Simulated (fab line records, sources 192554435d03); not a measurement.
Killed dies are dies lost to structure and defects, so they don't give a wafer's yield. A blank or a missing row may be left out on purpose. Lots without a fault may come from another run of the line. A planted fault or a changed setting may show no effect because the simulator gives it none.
Lot-split experiment || flow n5 finfet || 7 lots, 21 wafers read, on a route of 1938 steps

ON THE SPLIT
At N5_FIN_SAQP_ALD_61 (deposits SiO2, target thk 4 nm, pulse time 1 s, purge time 2 s), the setting ald cycles was moved away from the recipe's 43 on 12 of the 21 wafers read, by -16.3% to +11.6%. For the rest of the wafers, this setting stayed at what the recipe calls for.

The split's own step is where the reading is taken.

THE READING
SiO2_of_FIN_SAQP_ALD_61.thk nm (the simulator's own value, which no gauge read), in nm, at N5_FIN_SAQP_ALD_61 (deposits SiO2, target thk 4 nm, pulse time 1 s, purge time 2 s). The file gives no usual value for it. Across the 9 wafers here that went through the recipe, the average is 3.978 nm and the standard deviation 0.016 nm.

{"wafer": "L074.2", "tool, chamber at the split": "ald sin-02, 3", "ald cycles as run": 43, "against the recipe": "recipe", "SiO2_of_FIN_SAQP_ALD_61.thk nm, nm": 3.987, "against lot-mates on the recipe": "-"}
{"wafer": "L074.3", "tool, chamber at the split": "ald sin-02, 1", "ald cycles as run": 40, "against the recipe": "-7.0%", "SiO2_of_FIN_SAQP_ALD_61.thk nm, nm": 3.753, "against lot-mates on the recipe": -0.245}
{"wafer": "L074.5", "tool, chamber at the split": "ald sin-02, 3", "ald cycles as run": 43, "against the recipe": "recipe", "SiO2_of_FIN_SAQP_ALD_61.thk nm, nm": 4.01, "against lot-mates on the recipe": "-"}
{"wafer": "L081.1", "tool, chamber at the split": "ald sin-03, 1", "ald cycles as run": 43, "against the recipe": "recipe", "SiO2_of_FIN_SAQP_ALD_61.thk nm, nm": 3.951, "against lot-mates on the recipe": "-"}
{"wafer": "L081.2", "tool, chamber at the split": "ald sin-03, 0", "ald cycles as run": 43, "against the recipe": "recipe", "SiO2_of_FIN_SAQP_ALD_61.thk nm, nm": 3.977, "against lot-mates on the recipe": "-"}
{"wafer": "L081.4", "tool, chamber at the split": "ald sin-03, 2", "ald cycles as run": 43, "against the recipe": "recipe", "SiO2_of_FIN_SAQP_ALD_61.thk nm, nm": 3.971, "against lot-mates on the recipe": "-"}
{"wafer": "L086.3", "tool, chamber at the split": "ald sin-04, 0", "ald cycles as run": 48, "against the recipe": "+11.6%", "SiO2_of_FIN_SAQP_ALD_61.thk nm, nm": 4.451, "against lot-mates on the recipe": "no lot-mate on the recipe"}
{"wafer": "L086.5", "tool, chamber at the split": "ald sin-04, 1", "ald cycles as run": 48, "against the recipe": "+11.6%", "SiO2_of_FIN_SAQP_ALD_61.thk nm, nm": 4.465, "against lot-mates on the recipe": "no lot-mate on the recipe"}
{"wafer": "L086.6", "tool, chamber at the split": "ald sin-04, 0", "ald cycles as run": 48, "against the recipe": "+11.6%", "SiO2_of_FIN_SAQP_ALD_61.thk nm, nm": 4.421, "against lot-mates on the recipe": "no lot-mate on the recipe"}
{"wafer": "L087.3", "tool, chamber at the split": "ald sin-04, 2,0", "ald cycles as run": 38, "against the recipe": "-11.6%", "SiO2_of_FIN_SAQP_ALD_61.thk nm, nm": 3.508, "against lot-mates on the recipe": "no lot-mate on the recipe"}
{"wafer": "L087.4", "tool, chamber at the split": "ald sin-04, 2,0", "ald cycles as run": 38, "against the recipe": "-11.6%", "SiO2_of_FIN_SAQP_ALD_61.thk nm, nm": 3.508, "against lot-mates on the recipe": "no lot-mate on the recipe"}
{"wafer": "L087.5", "tool, chamber at the split": "ald sin-04, 2", "ald cycles as run": 38, "against the recipe": "-11.6%", "SiO2_of_FIN_SAQP_ALD_61.thk nm, nm": 3.529, "against lot-mates on the recipe": "no lot-mate on the recipe"}
{"wafer": "L089.3", "tool, chamber at the split": "ald sin-04, 0", "ald cycles as run": 47, "against the recipe": "+9.3%", "SiO2_of_FIN_SAQP_ALD_61.thk nm, nm": 4.366, "against lot-mates on the recipe": "+0.401"}
{"wafer": "L089.4", "tool, chamber at the split": "ald sin-04, 3", "ald cycles as run": 43, "against the recipe": "recipe", "SiO2_of_FIN_SAQP_ALD_61.thk nm, nm": 3.965, "against lot-mates on the recipe": "-"}
{"wafer": "L089.6", "tool, chamber at the split": "ald sin-04, 0", "ald cycles as run": 47, "against the recipe": "+9.3%", "SiO2_of_FIN_SAQP_ALD_61.thk nm, nm": 4.378, "against lot-mates on the recipe": "+0.413"}
{"wafer": "L090.2", "tool, chamber at the split": "ald sin-03, 1", "ald cycles as run": 43, "against the recipe": "recipe", "SiO2_of_FIN_SAQP_ALD_61.thk nm, nm": 3.973, "against lot-mates on the recipe": "-"}
{"wafer": "L090.3", "tool, chamber at the split": "ald sin-03, 3", "ald cycles as run": 43, "against the recipe": "recipe", "SiO2_of_FIN_SAQP_ALD_61.thk nm, nm": 3.992, "against lot-mates on the recipe": "-"}
{"wafer": "L090.6", "tool, chamber at the split": "ald sin-03, 0", "ald cycles as run": 39, "against the recipe": "-9.3%", "SiO2_of_FIN_SAQP_ALD_61.thk nm, nm": 3.611, "against lot-mates on the recipe": -0.371}
{"wafer": "L093.3", "tool, chamber at the split": "ald sin-02, 1", "ald cycles as run": 36, "against the recipe": "-16.3%", "SiO2_of_FIN_SAQP_ALD_61.thk nm, nm": 3.318, "against lot-mates on the recipe": -0.660}
{"wafer": "L093.4", "tool, chamber at the split": "ald sin-02, 0", "ald cycles as run": 36, "against the recipe": "-16.3%", "SiO2_of_FIN_SAQP_ALD_61.thk nm, nm": 3.362, "against lot-mates on the recipe": -0.616}
{"wafer": "L093.6", "tool, chamber at the split": "ald sin-02, 3", "ald cycles as run": 43, "against the recipe": "recipe", "SiO2_of_FIN_SAQP_ALD_61.thk nm, nm": 3.978, "against lot-mates on the recipe": "-"}
When a row names more than one chamber, that row covers several wafers, and the file does not tell which wafer ran in which chamber.

THE FIT
A straight line over all 21 wafers: SiO2_of_FIN_SAQP_ALD_61.thk nm changes by +0.0399 nm for each +1% of ald cycles; r = +1.00; the points scatter about the line by 0.02 nm.
The same after taking each lot's own level away (the mean of its wafers on the recipe; 15 wafers): +0.0403 nm for each +1%; r = +1.00; scatter 0.019 nm.
That fit puts the effect of the largest move of ald cycles on the reading at 0.66 nm.
Across the lots, their own levels run from 3.9650 to 3.9985 nm, a range of 2.1 times the standard deviation given above.
The two slopes agree, so the slope changes little with the lot-to-lot level.
Check: for one of the wafers moved furthest among these (-16.3%), held out of the fit, the line's prediction against its lot-mates is -0.641 nm. Against them it came out at -0.66 nm.

THE OTHER SPLITS THESE WAFERS WENT THROUGH
These wafers also went through other splits before the reading. Each is held against what the fit with the lots' levels taken away leaves over:
{"other split on the same wafers": "N5_ZERO_LAYER_EXPOSE_08 dose mj", "wafers away from the commonest value": 6, "r with SiO2_of_FIN_SAQP_ALD_61.thk nm (lot level and that fit taken away)": -0.09}
{"other split on the same wafers": "N5_ZERO_LAYER_DESCUM_16 time s", "wafers away from the commonest value": 4, "r with SiO2_of_FIN_SAQP_ALD_61.thk nm (lot level and that fit taken away)": "+0.10"}

FILE'S OWN FIT
SiO2_of_FIN_SAQP_ALD_61.thk nm changes by +0.0398 nm for each +1% of ald cycles, r = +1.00.
